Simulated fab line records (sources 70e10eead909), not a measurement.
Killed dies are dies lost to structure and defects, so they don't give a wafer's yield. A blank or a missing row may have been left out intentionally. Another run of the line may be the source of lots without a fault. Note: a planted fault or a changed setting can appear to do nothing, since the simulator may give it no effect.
fab line records ; flow nand_harc
[record] lots = 6; wafers = 18; last_day = 32
route steps=1302 shown A_SGD_CUT@901 END@1302
lots untouched by any fault: they come from a run of this same line in which no faults occurred
start_h: start of the lot's first displayed wafer, in hours after the record's first day ; wait_h: hours elapsed since this lot's preceding step ; " repeats the value in the row above ; L1.1+2: one row covering several wafers at once ; - either no value or no given start ; * or withheld: withheld ; < > ~ a bound
route shown NAME@n: a module of which the file shows steps, and the number in the route of the first ; usual: the fault-free wafers' mean and standard deviation ; same: alike in all rows ; chamber/n: place in a boat ; sites: readings site by site ; _std_site: standard deviation of those values ; _edge_site: inner sites' mean taken away from outer sites' mean ; radius_mm: how far each site lies from the wafer's centre ; mask NAME#n: copy n ; behind: the most recent tool/chamber to have shaped the wafer ; hold: why the lot went on hold/how many hours it stayed there/how the hold came to an end ; device: whichever transistor did not switch (one of n, p or np) ; end of line: the same wafers' tests at the end of the route ; for a step that has no rows: nothing shown but its recipe ; killed: not the wafer's yield, but the dies lost to structure and defects at the first sort ; map: the dies of a wafer, with x for killed, . for not killed, _ for no die there
set.NAME: the setting the step ran with; set.NAME@STEP: the setting that earlier step ran with ; model.NAME: the simulator's own value behind a step, which no gauge read
lots seen at some steps along the route; tables by step, rows by wafer
services: from which hour (start_h, from the record's first day; less than 0 if before it) a tool's chamber was out of use, for how many hours, and why
[[steps]]
[step NHARC_A_SGD_CUT_CD_MEAS_09]
[recipe] target_cd_nm = 100; landing_energy_ev = 500
[usual] cd_nm = 99.9/0.51
lot.wafer;tool;chamber;start_h;wait_h;cd_nm
L765.1;cd_sem-03;0;437.70;-;100.0
L765.4;cd_sem-03;0;437.70;-;99.9
L765.6;cd_sem-03;0;437.70;-;100.1
L767.1;cd_sem-02;0;478.38;-;100.0
L767.3;cd_sem-02;0;478.38;-;100.1
L767.5;cd_sem-02;0;478.38;-;100.0
L770.1;cd_sem-03;0;500.96;-;98.7
L770.2;cd_sem-03;0;500.96;-;98.5
L770.5;cd_sem-03;0;500.96;-;99.1
L771.1;cd_sem-03;0;521.50;-;100.6
L771.3;cd_sem-03;0;521.50;-;100.1
L771.5;cd_sem-03;0;521.50;-;100.6
L782.1;cd_sem-03;0;619.23;-;100.7
L782.2;cd_sem-03;0;619.23;-;99.9
L782.6;cd_sem-03;0;619.23;-;99.2
L785.2;cd_sem-02;0;644.83;-;100.2
L785.3;cd_sem-02;0;644.83;-;100.8
L785.6;cd_sem-02;0;644.83;-;100.7
[step NHARC_A_SGD_CUT_OVL_MEAS_10]
[usual] overlay_x_nm = -0.2/0.91; overlay_y_nm = 0.1/0.92
lot.wafer;tool;chamber;start_h;wait_h;overlay_x_nm;overlay_y_nm
L765.1;overlay-02;-;437.79;-;-0.9;-0.2
L765.4;overlay-02;-;437.79;-;-0.8;-0.2
L765.6;overlay-02;-;437.79;-;-0.5;-0.1
L767.1;overlay-01;-;478.47;-;0.5;-1.6
L767.3;overlay-01;-;478.47;-;0.7;-1.5
L767.5;overlay-01;-;478.47;-;1.0;-1.4
L770.1;overlay-02;-;501.05;-;0.4;0.3
L770.2;overlay-02;-;501.05;-;0.8;-0.4
L770.5;overlay-02;-;501.05;-;1.4;-0.2
L771.1;overlay-02;-;521.59;-;1.1;1.2
L771.3;overlay-02;-;521.59;-;0.5;1.4
L771.5;overlay-02;-;521.59;-;0.4;2.0
L782.1;overlay-01;-;619.32;-;-0.9;0.3
L782.2;overlay-01;-;619.32;-;-1.3;0.2
L782.6;overlay-01;-;619.32;-;-1.3;-0.4
L785.2;overlay-02;-;644.92;-;-1.1;-0.2
L785.3;overlay-02;-;644.92;-;-0.7;-0.7
L785.6;overlay-02;-;644.92;-;-0.2;-0.9
[step NHARC_A_SGD_CUT_INSPECT_11]
[usual] raw_defect_count = 55/32
lot.wafer;tool;chamber;start_h;wait_h;raw_defect_count
L765.1;defect_inspect-01;-;437.83;0.0;20
L765.4;defect_inspect-01;-;437.83;0.0;20
L765.6;defect_inspect-01;-;437.83;0.0;18
L767.1;defect_inspect-02;-;478.50;0.0;11
L767.3;defect_inspect-02;-;478.50;0.0;18
L767.5;defect_inspect-02;-;478.50;0.0;17
L770.1;defect_inspect-01;-;501.08;0.0;32
L770.2;defect_inspect-01;-;501.08;0.0;22
L770.5;defect_inspect-01;-;501.08;0.0;35
L771.1;defect_inspect-01;-;521.63;0.0;29
L771.3;defect_inspect-01;-;521.63;0.0;25
L771.5;defect_inspect-01;-;521.63;0.0;35
L782.1;defect_inspect-01;-;619.36;0.0;56
L782.2;defect_inspect-01;-;619.36;0.0;53
L782.6;defect_inspect-01;-;619.36;0.0;42
L785.2;defect_inspect-02;-;644.95;0.0;15
L785.3;defect_inspect-02;-;644.95;0.0;10
L785.6;defect_inspect-02;-;644.95;0.0;12
[step NHARC_A_SGD_CUT_DESCUM_14]
[recipe] time_s = 3; o2_flow_sccm = 200; ar_flow_sccm = 0; bias_power_w = 0; chemistry = O2
[step NHARC_A_SGD_CUT_ETCH_58]
[recipe] target_depth_a = 390; over_etch_frac = 0.3; time_s = 65; ion_energy_ev = 80; cf4_flow_sccm = 150; ar_flow_sccm = 0; rf_w = 300; bias_w = 100; chemistry = CF4
[usual] drypump_motor_current_A = 5.9/0.48; oes_product_au = 0.997/0.0099; rf_vpp_V = 151.1/1.2; showerhead_plenum_p_Torr = 1.76/0.071; throttle_valve_pct = 13.284/0.0092
lot.wafer;tool;chamber;start_h;wait_h;drypump_motor_current_A;oes_product_au;rf_hours_counter_h;rf_vpp_V;showerhead_plenum_p_Torr;throttle_valve_pct
L765.4;rie_diel-08;0;437.98;0.1;6.7;0.991;3;151.0;1.79;13.274
L765.1;rie_diel-08;1;437.98;0.1;6.6;1.000;3;151.6;1.81;13.287
L765.6;rie_diel-08;1;437.98;0.1;6.6;0.995;-;151.1;1.81;13.305
L767.1;rie_diel-03;0;478.66;0.1;5.4;0.998;1;150.0;1.65;13.293
L767.3;rie_diel-03;2;478.66;0.1;5.6;1.005;1;150.0;1.71;13.270
L767.5;rie_diel-03;0;478.66;0.1;5.4;1.003;-;149.7;1.65;13.287
L770.1;rie_diel-03;3;501.23;0.1;6.4;0.994;4;151.7;1.81;13.291
L770.2;rie_diel-03;2;501.23;0.1;5.5;0.998;3;149.7;1.71;13.289
L770.5;rie_diel-03;3;501.23;0.1;6.4;0.997;-;151.0;1.80;13.292
L771.3;rie_diel-12;3;521.78;0.1;5.6;1.014;4;151.5;1.76;13.285
L771.1;rie_diel-12;0;521.78;0.1;6.2;0.982;4;150.4;1.73;13.277
L771.5;rie_diel-12;0;521.78;0.1;6.2;0.986;-;150.5;1.73;13.280
L782.2;rie_diel-12;3;619.50;0.1;5.6;1.005;9;150.7;1.75;13.281
L782.1;rie_diel-12;2;619.50;0.1;5.6;0.968;9;149.3;1.67;13.290
L782.6;rie_diel-12;0;619.50;0.1;6.2;0.993;-;152.0;1.72;13.292
L785.2;rie_diel-12;1;645.10;0.1;5.5;1.001;1;148.9;1.65;13.279
L785.3;rie_diel-12;0;645.10;0.1;6.2;1.024;1;151.2;1.72;13.280
L785.6;rie_diel-12;2;645.10;0.1;5.5;0.997;-;150.6;1.67;13.292
[step NHARC_A_SGD_CUT_ETCH_59]
[recipe] target_depth_a = 2600; over_etch_frac = 0.25; time_s = 406.25; ion_energy_ev = 200; n2_flow_sccm = 150; h2_flow_sccm = 150; ar_flow_sccm = 0; rf_w = 400; bias_w = 150; chemistry = N2/H2
[usual] drypump_motor_current_A = 5.8/0.45; oes_product_au = 0.998/0.0092; rf_vpp_V = 430.3/2.7; showerhead_plenum_p_Torr = 2.03/0.095; throttle_valve_pct = 14.171/0.0079
lot.wafer;tool;chamber;start_h;wait_h;drypump_motor_current_A;oes_product_au;rf_hours_counter_h;rf_vpp_V;showerhead_plenum_p_Torr;throttle_valve_pct
L765.4;rie_diel-08;2;-;-;5.4;0.972;3;434.1;2.19;14.190
L765.1;rie_diel-08;0;-;-;6.7;1.004;4;432.2;2.07;14.158
L765.6;rie_diel-08;3;-;-;5.6;0.991;-;431.3;2.05;14.178
L767.1;rie_diel-03;0;-;-;5.4;0.997;1;427.2;1.88;14.191
L767.3;rie_diel-03;3;-;-;6.4;0.992;1;430.6;2.09;14.171
L767.5;rie_diel-03;1;-;-;5.5;1.004;-;433.4;2.17;14.174
L770.2;rie_diel-03;0;-;-;5.4;0.999;4;426.1;1.88;14.161
L770.1;rie_diel-03;1;-;-;5.4;1.009;3;434.8;2.17;14.173
L770.5;rie_diel-03;0;-;-;5.4;0.996;-;426.0;1.88;14.181
L771.3;rie_diel-12;3;-;-;5.6;1.014;4;429.6;2.02;14.154
L771.1;rie_diel-12;1;-;-;5.6;1.001;4;424.6;1.89;14.174
L771.5;rie_diel-12;2;-;-;5.6;0.998;-;428.2;1.91;14.179
L782.2;rie_diel-12;1;-;-;5.5;1.001;9;426.2;1.89;14.170
L782.1;rie_diel-12;3;-;-;5.6;1.008;9;431.0;2.02;14.174
L782.6;rie_diel-12;0;-;-;6.2;0.987;-;429.6;1.98;14.164
L785.2;rie_diel-12;1;-;-;5.6;0.994;1;426.8;1.89;14.151
L785.3;rie_diel-12;0;-;-;6.2;1.012;1;428.7;1.98;14.168
L785.6;rie_diel-12;1;-;-;5.6;0.998;-;425.9;1.89;14.171
[step NHARC_A_SGD_CUT_ETCH_15]
[recipe] target_depth_a = 750; time_s = 64.3; ch3f_flow_sccm = 50; o2_flow_sccm = 30; ar_flow_sccm = 200; rf_w = 500; bias_w = 100; chemistry = CH3F/O2
[usual] drypump_motor_current_A = 5.8/0.47; oes_product_au = 0.957/0.019; rf_vpp_V = 263.8/1.8; showerhead_plenum_p_Torr = 2.45/0.11; throttle_valve_pct = 20.664/0.0083
lot.wafer;tool;chamber;start_h;wait_h;drypump_motor_current_A;oes_product_au;rf_hours_counter_h;rf_vpp_V;showerhead_plenum_p_Torr;throttle_valve_pct
L765.4;rie_diel-08;0;-;-;6.7;0.964;4;263.4;2.49;20.664
L765.1;rie_diel-08;2;-;-;5.4;0.971;4;267.6;2.63;20.659
L765.6;rie_diel-08;1;-;-;6.5;0.973;-;264.5;2.52;20.661
L767.1;rie_diel-03;2;-;-;5.5;0.951;1;262.1;2.38;20.670
L767.3;rie_diel-03;0;-;-;5.4;0.948;1;260.0;2.28;20.674
L767.5;rie_diel-03;2;-;-;5.5;0.947;-;262.5;2.38;20.662
L770.2;rie_diel-03;3;-;-;6.4;0.957;4;264.1;2.51;20.675
L770.1;rie_diel-03;0;-;-;5.4;0.972;4;260.4;2.28;20.660
L770.5;rie_diel-03;2;-;-;5.6;0.959;-;261.1;2.38;20.676
L771.1;rie_diel-12;2;-;-;5.5;0.969;4;262.8;2.32;20.650
L771.3;rie_diel-12;3;-;-;5.6;0.991;4;264.3;2.44;20.672
L771.5;rie_diel-12;1;-;-;5.6;0.960;-;260.9;2.29;20.675
L782.1;rie_diel-12;1;-;-;5.6;0.964;9;261.5;2.29;20.665
L782.2;rie_diel-12;2;-;-;5.6;0.938;9;261.4;2.31;20.672
L782.6;rie_diel-12;3;-;-;5.6;0.980;-;264.3;2.44;20.669
L785.3;rie_diel-12;3;-;-;5.6;0.966;1;264.7;2.44;20.661
L785.2;rie_diel-12;1;-;-;5.6;0.975;1;261.8;2.29;20.649
L785.6;rie_diel-12;2;-;-;5.5;0.984;-;261.6;2.31;20.660
[step NHARC_A_SGD_CUT_ETCH_16]
[recipe] target_depth_a = 3105; time_s = 155.2; c4f8_flow_sccm = withheld; o2_flow_sccm = 8; ar_flow_sccm = withheld; rf_w = 600; bias_w = 800; chemistry = C4F8/O2/Ar
[usual] oes_product_au = 0.969/0.015; rf_vpp_V = 723/4.4
lot.wafer;tool;chamber;start_h;wait_h;oes_product_au;rf_hours_counter_h;rf_vpp_V
L765.4;rie_diel-08;3;-;-;0.961;3;723
L765.1;rie_diel-08;0;-;-;0.980;4;725
L765.6;rie_diel-08;3;-;-;0.964;-;724
L767.3;rie_diel-03;1;-;-;0.971;1;730
L767.1;rie_diel-03;2;-;-;0.961;1;720
L767.5;rie_diel-03;1;-;-;0.965;-;729
L770.2;rie_diel-03;0;-;-;0.960;4;716
L770.1;rie_diel-03;1;-;-;0.974;3;729
L770.5;rie_diel-03;1;-;-;0.974;-;728
L771.1;rie_diel-12;3;-;-;0.999;4;722
L771.3;rie_diel-12;0;-;-;0.957;4;722
L771.5;rie_diel-12;3;-;-;0.995;-;723
L782.2;rie_diel-12;3;-;-;0.996;10;724
L782.1;rie_diel-12;2;-;-;0.958;9;718
L782.6;rie_diel-12;0;-;-;0.971;-;720
L785.3;rie_diel-12;3;-;-;0.972;1;722
L785.2;rie_diel-12;0;-;-;0.974;1;721
L785.6;rie_diel-12;2;-;-;0.975;-;716
[step NHARC_A_SGD_CUT_STRIP_60]
[recipe] c4f8_flow_sccm = withheld; o2_flow_sccm = 8; ar_flow_sccm = withheld; bias_w = 0; chemistry = C4F8/O2/Ar
[step NHARC_A_SGD_CUT_STRIP_17]
[recipe] o2_flow_sccm = 500; ar_flow_sccm = 0; bias_w = 0; chemistry = O2
[usual] drypump_motor_current_A = 5.8/0.46; oes_product_au = 0.998/0.0099; rf_vpp_V = 57.8/0.86; showerhead_plenum_p_Torr = 3.51/0.15; throttle_valve_pct = 17.037/0.0095
lot.wafer;tool;chamber;start_h;wait_h;drypump_motor_current_A;oes_product_au;rf_hours_counter_h;rf_vpp_V;showerhead_plenum_p_Torr;throttle_valve_pct
L765.1;rie_diel-08;3;-;-;5.6;0.993;3;56.6;3.55;17.036
L765.4;rie_diel-08;1;-;-;6.6;1.003;4;57.2;3.62;17.043
L765.6;rie_diel-08;3;-;-;5.6;1.005;-;57.0;3.55;17.030
L767.1;rie_diel-03;2;-;-;5.6;0.999;1;56.9;3.42;17.034
L767.3;rie_diel-03;3;-;-;6.5;0.989;1;56.5;3.60;17.037
L767.5;rie_diel-03;2;-;-;5.5;1.003;-;58.8;3.42;17.038
L770.2;rie_diel-03;2;-;-;5.5;1.001;3;57.4;3.42;17.025
L770.1;rie_diel-03;0;-;-;5.4;1.002;4;55.9;3.28;17.045
L770.5;rie_diel-03;1;-;-;5.5;1.004;-;58.9;3.73;17.043
L771.1;rie_diel-12;2;-;-;5.6;0.995;4;57.4;3.33;17.021
L771.3;rie_diel-12;1;-;-;5.6;1.002;4;57.3;3.30;17.040
L771.5;rie_diel-12;2;-;-;5.6;0.993;-;57.2;3.33;17.028
L782.1;rie_diel-12;0;-;-;6.2;0.983;10;56.9;3.44;17.041
L782.2;rie_diel-12;1;-;-;5.6;0.998;9;56.6;3.30;17.022
L782.6;rie_diel-12;0;-;-;6.2;0.994;-;58.5;3.44;17.033
L785.2;rie_diel-12;0;-;-;6.2;1.009;1;58.7;3.44;17.039
L785.3;rie_diel-12;2;-;-;5.6;1.006;1;57.0;3.33;17.042
L785.6;rie_diel-12;1;-;-;5.6;0.992;-;58.8;3.30;17.045
[step NHARC_A_SGD_CUT_PRECLEAN_18]
[recipe] time_s = *; temp_c = 50; bath_age_min = 0; chemistry = SC1
[step NHARC_A_SGD_CUT_SRD_19]
[step NHARC_A_SGD_CUT_DEP_20]
[recipe] target_thk_a = 1500; temp_c = 65; material = SiO2
[usual] susceptor_temp_C = 65.01/0.11
lot.wafer;tool;chamber;start_h;wait_h;susceptor_temp_C
L765.1;fcvd-02;1;439.00;-;64.99
L765.4;fcvd-02;1;439.00;-;64.94
L765.6;fcvd-02;1;439.00;-;64.97
L767.1;fcvd-01;1;479.77;-;65.07
L767.3;fcvd-01;0;479.77;-;65.02
L767.5;fcvd-01;0;479.77;-;64.95
L770.1;fcvd-01;0;502.26;-;-
L770.2;fcvd-01;1;502.26;-;-
L770.5;fcvd-01;1;502.26;-;-
L771.1;fcvd-01;0;522.84;-;65.05
L771.3;fcvd-01;0;522.84;-;65.03
L771.5;fcvd-01;0;522.84;-;64.87
L782.1;fcvd-02;1;620.53;-;64.97
L782.2;fcvd-02;0;620.53;-;64.99
L782.6;fcvd-02;1;620.53;-;64.97
L785.2;fcvd-02;0;646.13;-;-
L785.3;fcvd-02;1;646.13;-;-
L785.6;fcvd-02;0;646.13;-;-
[step NHARC_A_SGD_CUT_ANNEAL_27]
[recipe] temp_c = 450; time_s = 1800
[step NHARC_A_SGD_CUT_CMP_21]
[recipe] target_thk_nm = 148.19
[usual] motor_current_A = 11.6/0.97; time_to_endpoint_s = 50.2/2.3
lot.wafer;tool;chamber;start_h;wait_h;motor_current_A;time_to_endpoint_s
L765.1;cmp-01;1;445.96;0.4;10.9;46.4
L765.4;cmp-01;0;445.96;0.4;12.5;44.6
L765.6;cmp-01;1;445.96;0.4;11.1;46.9
L767.1;cmp-04;3;484.08;0.4;13.6;50.2
L767.3;cmp-04;0;484.08;0.4;11.9;51.6
L767.5;cmp-04;2;484.08;0.4;9.8;53.9
L770.1;cmp-03;2;507.04;0.4;11.9;57.2
L770.2;cmp-03;3;507.04;0.4;11.9;50.0
L770.5;cmp-03;1;507.04;0.4;11.6;49.6
L771.1;cmp-03;2;527.63;0.4;11.6;58.9
L771.3;cmp-03;3;527.63;0.4;12.6;59.4
L771.5;cmp-03;0;527.63;0.4;12.5;53.3
L782.2;cmp-01;3;625.87;0.4;11.4;51.2
L782.1;cmp-01;2;625.87;0.4;11.4;49.1
L782.6;cmp-01;0;625.87;0.4;11.4;45.9
L785.3;cmp-04;2;651.81;0.4;9.7;52.4
L785.2;cmp-04;3;651.81;0.4;13.6;47.2
L785.6;cmp-04;3;651.81;0.4;13.3;50.2
[step NHARC_A_SGD_CUT_THK_MEAS_22]
[recipe] thk_meas_gauge = ellipsometry
[usual] thk_nm = 147.9/1.4
lot.wafer;tool;chamber;start_h;wait_h;thk_nm
L765.1;film_metro-01;-;446.21;0.2;148.3
L765.4;film_metro-01;-;446.21;0.2;148.0
L765.6;film_metro-01;-;446.21;0.2;148.7
L767.1;film_metro-02;-;484.28;0.2;146.7
L767.3;film_metro-02;-;484.28;0.2;150.7
L767.5;film_metro-02;-;484.28;0.2;149.4
L770.1;film_metro-01;-;507.27;0.2;147.9
L770.2;film_metro-01;-;507.27;0.2;150.1
L770.5;film_metro-01;-;507.27;0.2;147.0
L771.1;film_metro-02;-;527.84;0.2;148.9
L771.3;film_metro-02;-;527.84;0.2;147.4
L771.5;film_metro-02;-;527.84;0.2;148.8
L782.1;film_metro-02;-;626.12;0.2;143.7
L782.2;film_metro-02;-;626.12;0.2;146.8
L782.6;film_metro-02;-;626.12;0.2;147.1
L785.2;film_metro-02;-;652.07;0.2;148.5
L785.3;film_metro-02;-;652.07;0.2;148.2
L785.6;film_metro-02;-;652.07;0.2;148.7
[step NHARC_END_SORT_01]
[recipe] temp_c = 25
[usual] killed_at_array = 53/20; killed_at_other = 1/1.2; killed_at_periphery = 3.7/2.6; killed_dies = 58/20; killed_open = 3.5/1.8; killed_short = 2.4/1.7
[same] gross_dies = 677
lot.wafer;tool;chamber;start_h;wait_h;killed_at_array;killed_at_other;killed_at_periphery;killed_dies;killed_open;killed_short
L770.1;prober-02;0;621.10;2.5;42;0;3;45;5;2
L770.2;prober-02;0;621.89;2.8;21;2;0;23;2;2
L770.5;prober-02;0;624.27;3.7;32;1;4;37;2;1
// killed by level:class
L770.1 A_CHANNEL_HOLE_D2:chamber_film_flake=15 A_STAIRCASE:chamber_film_flake=9 A_CHANNEL_HOLE_D1:chamber_film_flake=4 A_CONTACT:chamber_film_flake=3 A_M0:geometric_particle:open=2 A_SLIT:chamber_film_flake=2 A_WL_FILL:chamber_film_flake=2 P_STI:geometric_particle:open=1
L770.2 A_STAIRCASE:chamber_film_flake=9 A_CHANNEL_HOLE_D2:chamber_film_flake=4 A_CHANNEL_HOLE_D1:chamber_film_flake=2 THIN_TSV:chamber_film_flake=2 A_CHANNEL_FILL_D1:geometric_particle:short=1 A_SGD_CUT:geometric_particle:short=1 A_CONTACT:geometric_particle:open=1 A_M1:geometric_particle:open=1
L770.5 A_CHANNEL_HOLE_D2:chamber_film_flake=12 A_STAIRCASE:chamber_film_flake=11 A_CHANNEL_HOLE_D1:chamber_film_flake=3 P_GATE:chamber_film_flake=2 A_WL_FILL:chamber_film_flake=2 A_CONTACT:chamber_film_flake=2 P_M0:geometric_particle:open=1 A_WL_FILL:geometric_particle:open=1
[[services]]
tool;chamber;start_h;hours;kind
fcvd-02;0;422.38;14.6;repair
rie_diel-08;3;433.02;3.3;repair
cmp-01;-;433.38;2.4;repair
fcvd-01;-;436.42;0.4;repair
rie_diel-12;-;445.40;9.0;pm
fcvd-01;-;446.12;0.9;repair
fcvd-02;-;450.00;13.0;pm
cmp-03;-;456.11;4.0;pm
cmp-04;-;457.72;5.7;repair
rie_diel-03;-;458.54;9.0;pm
cmp-01;-;459.02;1.3;repair
rie_diel-12;2;496.98;6.3;repair
rie_diel-03;-;521.08;1.2;repair
rie_diel-03;-;522.61;0.4;repair
rie_diel-03;0;543.91;14.9;repair
rie_diel-08;-;544.89;9.0;pm
fcvd-01;-;544.90;0.2;repair
fcvd-01;-;547.15;13.0;pm
rie_diel-12;1;566.86;5.8;repair
rie_diel-03;0;590.83;8.3;repair
rie_diel-12;-;596.48;1.3;repair
rie_diel-12;-;622.40;9.0;pm
fcvd-02;-;631.00;13.0;pm
rie_diel-03;-;635.55;9.0;pm
[[key]]
[first_sign] step = NHARC_A_SGD_CUT_CMP_21; reading = time_to_endpoint_s; direction = up; sigmas = 3.6; usual = *; struck = *
effect none on later readings
met_at NHARC_A_SGD_CUT_DEP_20
struck_wafers L770.1,L771.1,L771.3
tester_left_out L770,L771
onset_between 479.77 502.26
[fault] kind = process_parameter_drift; tool = fcvd-01; chamber = -; onset_h = 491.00; steps = NHARC_A_SGD_CUT_DEP_20; channel = target_thk_a; offset = *; shape = step; end_h = 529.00; scope = struck_wafers_only; acts_in = *; stated = *
// tester_left_out: of these lots the tester's yield and bins aren't shown, on N5 and GAA mostly nor the transistor test; their killed dies are dies lost to structure and defects alone, not to doping, threshold or leakage, so they don't give the yield
